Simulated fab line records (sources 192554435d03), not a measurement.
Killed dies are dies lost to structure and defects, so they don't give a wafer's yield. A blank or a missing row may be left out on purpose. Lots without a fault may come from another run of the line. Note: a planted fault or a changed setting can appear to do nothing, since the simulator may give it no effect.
Matching of chambers :: flow n5-finfet :: pecvd-03 running N5_BEOL_M10_ILD_DEP_00: 3 sister chambers
The step deposits SiCOH lowk from DEMS/porogen, target thk 308.51 nm, time 58 s. 18 wafers are shown with their chamber, then 9 later ones without.

## EACH WAFER AND ITS CHAMBER
wafer: L074.1
chamber: 0
throttle-valve-pct (%): 14.6
heater-power-w (W): 271
showerhead-plenum-p-Torr (Torr): 5.758

wafer: L074.3
chamber: 2
throttle-valve-pct (%): 14.1
heater-power-w (W): 315
showerhead-plenum-p-Torr (Torr): 5.754

wafer: L074.5
chamber: 2
throttle-valve-pct (%): 14.0
heater-power-w (W): 319
showerhead-plenum-p-Torr (Torr): 5.754

wafer: L075.1
chamber: 0
throttle-valve-pct (%): 14.6
heater-power-w (W): 302
showerhead-plenum-p-Torr (Torr): 5.763

wafer: L075.2
chamber: 2
throttle-valve-pct (%): 14.3
heater-power-w (W): 347
showerhead-plenum-p-Torr (Torr): 5.744

wafer: L075.3
chamber: 1
throttle-valve-pct (%): 14.4
heater-power-w (W): 357
showerhead-plenum-p-Torr (Torr): 5.734

wafer: L075.4
chamber: 2
throttle-valve-pct (%): 14.3
heater-power-w (W): 346
showerhead-plenum-p-Torr (Torr): 5.731

wafer: L075.5
chamber: 1
throttle-valve-pct (%): 14.6
heater-power-w (W): 368
showerhead-plenum-p-Torr (Torr): 5.747

wafer: L075.6
chamber: 0
throttle-valve-pct (%): 14.6
heater-power-w (W): 306
showerhead-plenum-p-Torr (Torr): 5.757

wafer: L077.2
chamber: 1
throttle-valve-pct (%): 14.5
heater-power-w (W): 296
showerhead-plenum-p-Torr (Torr): 5.734

wafer: L077.4
chamber: 2
throttle-valve-pct (%): 14.0
heater-power-w (W): 303
showerhead-plenum-p-Torr (Torr): 5.740

wafer: L077.5
chamber: 0
throttle-valve-pct (%): 14.9
heater-power-w (W): 291
showerhead-plenum-p-Torr (Torr): 5.753

wafer: L078.1
chamber: 1
throttle-valve-pct (%): 14.5
heater-power-w (W): 341
showerhead-plenum-p-Torr (Torr): 5.741

wafer: L078.3
chamber: 2
throttle-valve-pct (%): 14.3
heater-power-w (W): 344
showerhead-plenum-p-Torr (Torr): 5.755

wafer: L078.5
chamber: 0
throttle-valve-pct (%): 14.5
heater-power-w (W): 321
showerhead-plenum-p-Torr (Torr): 5.732

wafer: L081.2
chamber: 2
throttle-valve-pct (%): 13.9
heater-power-w (W): 345
showerhead-plenum-p-Torr (Torr): 5.739

wafer: L081.3
chamber: 1
throttle-valve-pct (%): 14.6
heater-power-w (W): 323
showerhead-plenum-p-Torr (Torr): 5.729

wafer: L081.5
chamber: 1
throttle-valve-pct (%): 14.7
heater-power-w (W): 341
showerhead-plenum-p-Torr (Torr): 5.733

SIGNATURES (averages over the wafers above)
reading: throttle-valve-pct
chamber 0: 14.640
chamber 1: 14.550
chamber 2: 14.129
scatter within a chamber: 0.146

reading: heater-power-w
chamber 0: 298.20
chamber 1: 337.67
chamber 2: 331.29
scatter within a chamber: 21.1

reading: showerhead-plenum-p-Torr
chamber 0: 5.75260
chamber 1: 5.73633
chamber 2: 5.74529
scatter within a chamber: 0.00935
Rule: for a wafer and a chamber, the distance is found by dividing, reading by reading, the gap between the wafer's reading and the chamber's mean by the reading's scatter, squaring, summing and taking the root. The wafer belongs to the nearest chamber; if the next one is less than 2 further off, it can't be placed. The scatter is the square root of a quotient: the sum, over the shown wafers, of each reading's squared deviation from its chamber's mean, divided by wafers minus chambers.

## WAFERS WITH NO CHAMBER GIVEN
wafer: L090.1
throttle-valve-pct (%): 14.6
heater-power-w (W): 318
showerhead-plenum-p-Torr (Torr): 5.754

wafer: L090.3
throttle-valve-pct (%): 14.5
heater-power-w (W): 290
showerhead-plenum-p-Torr (Torr): 5.741

wafer: L090.6
throttle-valve-pct (%): 14.2
heater-power-w (W): 328
showerhead-plenum-p-Torr (Torr): 5.744

wafer: L087.1
throttle-valve-pct (%): 14.5
heater-power-w (W): 295
showerhead-plenum-p-Torr (Torr): 5.756

wafer: L087.2
throttle-valve-pct (%): 14.4
heater-power-w (W): 306
showerhead-plenum-p-Torr (Torr): 5.737

wafer: L087.3
throttle-valve-pct (%): 14.7
heater-power-w (W): 307
showerhead-plenum-p-Torr (Torr): 5.738

wafer: L086.3
throttle-valve-pct (%): 14.4
heater-power-w (W): 319
showerhead-plenum-p-Torr (Torr): 5.744

wafer: L086.4
throttle-valve-pct (%): 14.2
heater-power-w (W): 352
showerhead-plenum-p-Torr (Torr): 5.740

wafer: L086.5
throttle-valve-pct (%): 14.3
heater-power-w (W): 340
showerhead-plenum-p-Torr (Torr): 5.726

## CHAMBER TAKEN BY EACH
wafer: L090.1
from the rows above: can't be placed: 0 or 1
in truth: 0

wafer: L090.3
from the rows above: can't be placed: 0 or 1 or 2
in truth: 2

wafer: L090.6
from the rows above: 2
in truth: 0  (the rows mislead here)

wafer: L087.1
from the rows above: can't be placed: 0 or 1
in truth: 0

wafer: L087.2
from the rows above: can't be placed: 1 or 0 or 2
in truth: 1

wafer: L087.3
from the rows above: can't be placed: 0 or 1
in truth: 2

wafer: L086.3
from the rows above: can't be placed: 1 or 2 or 0
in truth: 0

wafer: L086.4
from the rows above: can't be placed: 2 or 1
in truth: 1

wafer: L086.5
from the rows above: can't be placed: 1 or 2
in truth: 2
Placed correctly: 0 of 9. Cannot be placed on the basis of these rows: 8; the candidates contain the true chamber in 7. Wrongly placed: 1.
